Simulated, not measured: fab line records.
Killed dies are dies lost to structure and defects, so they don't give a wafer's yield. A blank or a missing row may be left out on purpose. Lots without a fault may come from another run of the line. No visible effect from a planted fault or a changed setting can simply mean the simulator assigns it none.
Problem report in the 8D (eight disciplines) form, filled by code + flow nand_harc + the parts of the form that need people (team, actions taken, sign-off) are left out

== 1. PROBLEM STATEMENT ==
On 2 wafers of 1 lot, defect_limited_yield at NHARC_END_SORT_01 has a mean of 74.5 %; fault-free wafers read 89.9 %, standard deviation 2.6. Measured from the usual mean, that is -5.9 standard deviations.
Seen first at day 32 02:57 on prober-01, wafer L288.4. Wafers with a number at this step in the record: 9, from 3 lots. Rule for "out", or "out of limits": more than 4 standard deviations from the usual mean. The rest of the wafers with a number are treated as sound.

== 2. WHAT IT IS, WHAT IT ISN'T ==
| question                    | is                                                 | is not                                                             |
|-----------------------------|----------------------------------------------------|--------------------------------------------------------------------|
| which readings at this step | defect_limited_yield, killed_at_array, killed_dies | killed_at_other, killed_open, killed_short                         |
| which lots                  | L288                                               | L281, L293                                                         |
| which wafers of those lots  | L288.4, L288.5                                     | L288.2                                                             |
| read on which gauges        | prober-01                                          | prober-02                                                          |
| when                        | from day 32 02:57                                  | up to then (4 sound wafers); but 3 sound wafers of L293 came after |

== 3. WHAT RULES OUT EACH SUSPECT ==
Counting: if a tool at a process step up to the reading ran every lot that is out, it stays a suspect. Sound lots after the first of them don't rule it out here, since some wafers of a struck lot are sound.
- the gauge at NHARC_END_SORT_01: kept. All the wafers that are out were read on prober-01, and no step on other tools shows them out.
- pvd_sputter-02 at NHARC_A_M1_PVD_20 (deposits TaN, target thk 5 nm, time 8.06 s): kept. It ran the lot that is out, L288 (day 28 00:49).
- rie_diel-12 at NHARC_A_BONDPAD_ETCH_24 (etches the open film in CF4/N2, target depth 30 nm, time 72.99 s): kept. The lot that is out, L288, ran on it at day 30 14:56; the last sound lot it ran before that was L281, at day 25 01:17. Because NHARC_A_BONDPAD_ETCH_24 lacks a start for some lots, the hours and order of its lots are taken from NHARC_THIN_TSV_ETCH_15.
- pvd_sputter-03 at NHARC_A_BONDPAD_PVD_17 (deposits TaN, target thk 5 nm, time 8.06 s): kept. The lot that is out, L288, ran on it at day 30 14:56; the last sound lot it ran before that was L281, at day 25 01:17. Because NHARC_A_BONDPAD_PVD_17 lacks a start for some lots, the hours and order of its lots are taken from NHARC_THIN_TSV_ETCH_15.
- rie_si-01 at NHARC_THIN_TSV_ETCH_15 (target depth 3000 nm, bosch target overetch cycles 2, bosch etch step 2.8 s): kept. The lot that is out, L288, ran on it at day 30 14:56; the last sound lot it ran before that was L281, at day 25 01:17.
Left after counting: pvd_sputter-02 at NHARC_A_M1_PVD_20, rie_diel-12 at NHARC_A_BONDPAD_ETCH_24, pvd_sputter-03 at NHARC_A_BONDPAD_PVD_17, rie_si-01 at NHARC_THIN_TSV_ETCH_15, prober-01 at NHARC_END_SORT_01.

== 4. THE CAUSE (what the simulator had put in) ==
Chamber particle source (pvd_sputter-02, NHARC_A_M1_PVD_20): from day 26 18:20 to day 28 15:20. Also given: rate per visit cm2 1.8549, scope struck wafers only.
After counting, 5 suspects remain, this tool included.

== 5. THE EFFECT CHAIN, in route order ==
Each row: a reading where the mean over the struck wafers with a number is more than 3 standard deviations away from the usual. Only readings for which the record gives a usual standard deviation are gone through. hours: the time from each lot's start at the first step in this table that gives one to its start at this step, as a median over the lots. sigmas: the change in usual standard deviations.
| hours | step              | reading              | usual  | on struck wafers | change | sigmas |
|-------|-------------------|----------------------|--------|------------------|--------|--------|
| 0     | NHARC_END_SORT_01 | defect_limited_yield | 89.9 % | 74.5             | -15.5  | -5.9   |
| 0     | NHARC_END_SORT_01 | killed_at_array      | 63     | 166              | +103   | +5.7   |
| 0     | NHARC_END_SORT_01 | killed_dies          | 68     | 173              | +105   | +5.8   |

== 6. HOW IT WOULD HAVE BEEN CAUGHT EARLIER ==
129 hours passed between the start of the fault at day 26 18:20 and the first reading out of limits at a measuring or inspecting step in this record, taken at day 32 02:57.
Tool readings at NHARC_A_M1_PVD_20 with a usual standard deviation given in the record: none out on any struck wafer, hence no alarm at a limit of 4 standard deviations on them.
All the lots that are out (1) had begun NHARC_A_M1_PVD_20 on pvd_sputter-02 by day 32 02:57. Had the tool been put on hold then, not one of them would have been saved.
